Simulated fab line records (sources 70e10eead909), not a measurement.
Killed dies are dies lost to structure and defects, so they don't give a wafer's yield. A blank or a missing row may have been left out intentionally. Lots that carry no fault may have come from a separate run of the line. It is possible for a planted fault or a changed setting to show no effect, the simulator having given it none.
Which tool did it?	flow nandHarc	12 lots with 36 wafers sampled at 6 steps, on a route of 1302 steps

WHAT THE GAUGES SHOWED, per wafer
NHARC_P_GATE_CD_MEAS_46: target cd 720 nm. Usual: cdNm at 719.8 nm, with a standard deviation of 1.6.
lot	measured	on	cdNm (nm)	flag
L732	day 5 19:31	cdSem-03	717.7 718.3 721.4	
L733	day 6 00:32	cdSem-03	721.4 720.9 720.4	
L734	day 6 06:19	cdSem-03	720.6 720.9 720.4	
L736	day 7 07:27	cdSem-03	721.6 721.1 719.2	
L737	day 7 12:17	cdSem-01	719.6 720.1 720.4	
L738	day 8 04:29	cdSem-01	721.6 719.8 720.7	
L740	day 8 16:01	cdSem-01	719.9 719.2 719.2	
L743	day 9 22:35	cdSem-01	721.4 721.3 718.3	
L744	day 10 16:31	cdSem-01	- - -	OFF
L748	day 12 05:58	cdSem-03	720.1 721.1 720.3	
L754	day 14 11:39	cdSem-01	720.4 718.8 719.7	
L755	day 15 04:02	cdSem-03	717.4 722.5 721.7	

NHARC_END_SORT_01. Usual: killedAtArray 55, standard deviation 20; killedAtOther 0.7, standard deviation 0.96; killedAtPeriphery 4.1, standard deviation 2.4; killedDies 60, standard deviation 20; killedOpen 3.3, standard deviation 1.9; killedShort 2.8, standard deviation 1.6.
lot	measured	on	killedAtArray	killedAtOther	killedAtPeriphery	killedDies	killedOpen	killedShort	flag
L744	day 29 18:56	prober-01	64 55 62	3 1 3	610 621 612	677 677 677	3 2 3	1 3 3	OFF

TOOL THAT RAN EACH LOT (tool first, then ch and the chambers of the sampled wafers, then the start)
lot	NHARC_P_ZERO_WELL_RTA_42	NHARC_P_GATE_EXPOSE_43	NHARC_P_GATE_DESCUM_61	NHARC_P_GATE_STRIP_95
L732	rtpAnneal-02 ch 0, day 2 03:02	krfScanner-01 ch 0, day 5 19:22	rieDiel-02 ch 2,3, day 5 21:20	plasmaAsher-02 ch 0,1, day 6 00:11
L733	rtpAnneal-01 ch 0, day 2 13:20	krfScanner-04 ch 0, day 6 00:23	rieDiel-09 ch 1,2,3, day 6 02:29	plasmaAsher-01 ch 0,1, day 6 05:19
L734	rtpAnneal-01 ch 0, day 2 23:01	krfScanner-01 ch 0, day 6 06:10	rieDiel-12 ch 0,1,2, day 6 08:10	plasmaAsher-02 ch 0,1, day 6 10:51
L736	rtpAnneal-01 ch 0, day 3 19:05	krfScanner-04 ch 0, day 7 07:17	rieDiel-09 ch 1,3, day 7 09:22	plasmaAsher-01 ch 0,1, day 7 12:10
L737	rtpAnneal-02 ch 0, day 4 04:57	krfScanner-01 ch 0, day 7 12:08	rieDiel-02 ch 1,3, day 7 14:18	plasmaAsher-01 ch 0,1, day 7 16:58
L738	rtpAnneal-01 ch 0, day 4 18:08	krfScanner-04 ch 0, day 8 04:20	rieDiel-09 ch 0,2,3, day 8 06:26	plasmaAsher-02 ch 0,1, day 8 09:08
L740	rtpAnneal-02 ch 0, day 5 10:54	krfScanner-03 ch 0, day 8 15:52	rieDiel-09 ch 0,2, day 8 17:56	plasmaAsher-02 ch 0,1, day 8 20:43
L743	rtpAnneal-02 ch 0, day 6 17:05	krfScanner-03 ch 0, day 9 22:26	rieDiel-02 ch 2,3, day 10 00:22	plasmaAsher-02 ch 0,1, day 10 03:13
L744	rtpAnneal-01 ch 0, day 7 03:13	krfScanner-01 ch 0, day 10 16:21	rieDiel-12 ch 1,2,3, day 10 18:28	plasmaAsher-01 ch 0, day 10 21:10
L748	rtpAnneal-02 ch 0, day 8 18:59	krfScanner-04 ch 0, day 12 05:48	rieDiel-09 ch 0,2,3, day 12 07:53	plasmaAsher-02 ch 0,1, day 12 10:41
L754	rtpAnneal-01 ch 0, day 11 06:53	krfScanner-01 ch 0, day 14 11:30	rieDiel-12 ch 1,2,3, day 14 13:34	plasmaAsher-01 ch 0,1, day 14 16:13
L755	rtpAnneal-02 ch 0, day 11 17:05	krfScanner-04 ch 0, day 15 03:52	rieDiel-12 ch 0,1,3, day 15 05:56	plasmaAsher-02 ch 0,1, day 15 08:44
- NHARC_P_ZERO_WELL_RTA_42: time 300 s.
- NHARC_P_GATE_EXPOSE_43: exposes mask P NSD, target cd 720 nm.
- NHARC_P_GATE_DESCUM_61: chemistry O2, time 3 s.
- NHARC_P_GATE_STRIP_95: strips in O2.

WHAT THE TOOLS THEMSELVES READ (means of the sampled wafers that have a number; where no wafer has one, the mark that the record gives instead)
NHARC_P_ZERO_WELL_RTA_42. Usual: lampPowerPct 37.8 %, standard deviation 2.2; lamp_zone_7_pct 38.1 %, standard deviation 2.2; wafer_temp_C_max 1103.8, standard deviation 1.1.
lot	tool	lampPowerPct (%)	lamp_zone_7_pct (%)	wafer_temp_C_max	flag
L732	rtpAnneal-02	34.4	34.8	1105.2	
L733	rtpAnneal-01	39.2	39.5	1103.7	
L734	rtpAnneal-01	39.2	39.5	1103.2	
L736	rtpAnneal-01	39.2	39.5	1103.0	
L737	rtpAnneal-02	34.4	34.7	1105.2	
L738	rtpAnneal-01	39.2	39.5	1103.0	
L740	rtpAnneal-02	34.4	34.7	1106.2	
L743	rtpAnneal-02	34.4	34.7	1105.1	
L744	rtpAnneal-01	39.1	39.6	1103.2	
L748	rtpAnneal-02	34.4	34.7	1105.2	
L754	rtpAnneal-01	39.2	39.6	1103.6	
L755	rtpAnneal-02	34.4	34.7	1105.1	

NHARC_P_GATE_DESCUM_61. Usual: drypumpMotorCurrentA 5.6 A, standard deviation 0.32; oesProductAu 0.997 a.u., standard deviation 0.01; rfVppV 57.7 V, standard deviation 0.88; showerheadPlenumPTorr 1.88 Torr, standard deviation 0.068; throttleValvePct 11.311 %, standard deviation 0.0092.
lot	tool	drypumpMotorCurrentA (A)	oesProductAu (a.u.)	rfVppV (V)	showerheadPlenumPTorr (Torr)	throttleValvePct (%)	flag
L732	rieDiel-02	5.5	1.003	57.6	1.88	11.316	
L733	rieDiel-09	5.7	1.002	58.4	2.00	11.317	
L734	rieDiel-12	5.6	0.990	58.0	1.86	11.317	
L736	rieDiel-09	5.5	1.001	58.4	1.97	11.312	
L737	rieDiel-02	5.7	0.990	57.1	1.89	11.311	
L738	rieDiel-09	5.7	0.995	58.5	1.93	11.305	
L740	rieDiel-09	5.5	1.000	58.1	1.90	11.304	
L743	rieDiel-02	5.5	0.998	57.2	1.88	11.309	
L744	rieDiel-12	5.6	0.992	57.6	1.86	11.318	
L748	rieDiel-09	5.7	1.011	57.1	1.93	11.301	
L754	rieDiel-12	5.6	0.994	57.9	1.86	11.305	
L755	rieDiel-12	5.5	1.008	57.1	1.83	11.304	

NHARC_P_GATE_STRIP_95. Usual: drypumpMotorCurrentA 5.7 A, standard deviation 0.53; heaterPowerW 306 W, standard deviation 26; rfReflPowerW 16 W, standard deviation 3.2.
lot	tool	drypumpMotorCurrentA (A)	heaterPowerW (W)	rfReflPowerW (W)	flag
L732	plasmaAsher-02	6.0	288	17	
L733	plasmaAsher-01	5.2	318	14	
L734	plasmaAsher-02	6.1	306	16	
L736	plasmaAsher-01	5.1	319	14	
L737	plasmaAsher-01	5.5	332	17	
L738	plasmaAsher-02	6.0	293	17	
L740	plasmaAsher-02	6.0	290	17	
L743	plasmaAsher-02	6.1	313	15	
L744	plasmaAsher-01	4.8	314	11	
L748	plasmaAsher-02	6.1	293	15	
L754	plasmaAsher-01	5.5	319	18	
L755	plasmaAsher-02	6.0	276	17	

THE ANSWER, worked out from the rows above alone
Rule: lot off if the mean of its wafers having a number is beyond 3 standard deviations from the usual mean. A lot without any number at a reading at which 4 lots or more have one is off too. All remaining lots with rows at the step are treated as sound. Order of review: gauges by route order, followed by the tools' own readings, for which a lot's mean as printed above is used. The first step at which some lot is off is used, and at that step the reading that is off furthest; a lot without a number counts as furthest.
Off: L744, at NHARC_P_GATE_CD_MEAS_46 (cdNm). Without a number there: L744.
A tool fits if, at a process step before that reading, it ran every lot that is off, and no sound lot after the first of them. The gauges at NHARC_P_GATE_CD_MEAS_46 aren't tried: what is off there is off at NHARC_END_SORT_01 too, on other tools, and a gauge's error can't cause that. None of those tried fits.

WHAT HAD BEEN PUT IN BY THE SIMULATOR
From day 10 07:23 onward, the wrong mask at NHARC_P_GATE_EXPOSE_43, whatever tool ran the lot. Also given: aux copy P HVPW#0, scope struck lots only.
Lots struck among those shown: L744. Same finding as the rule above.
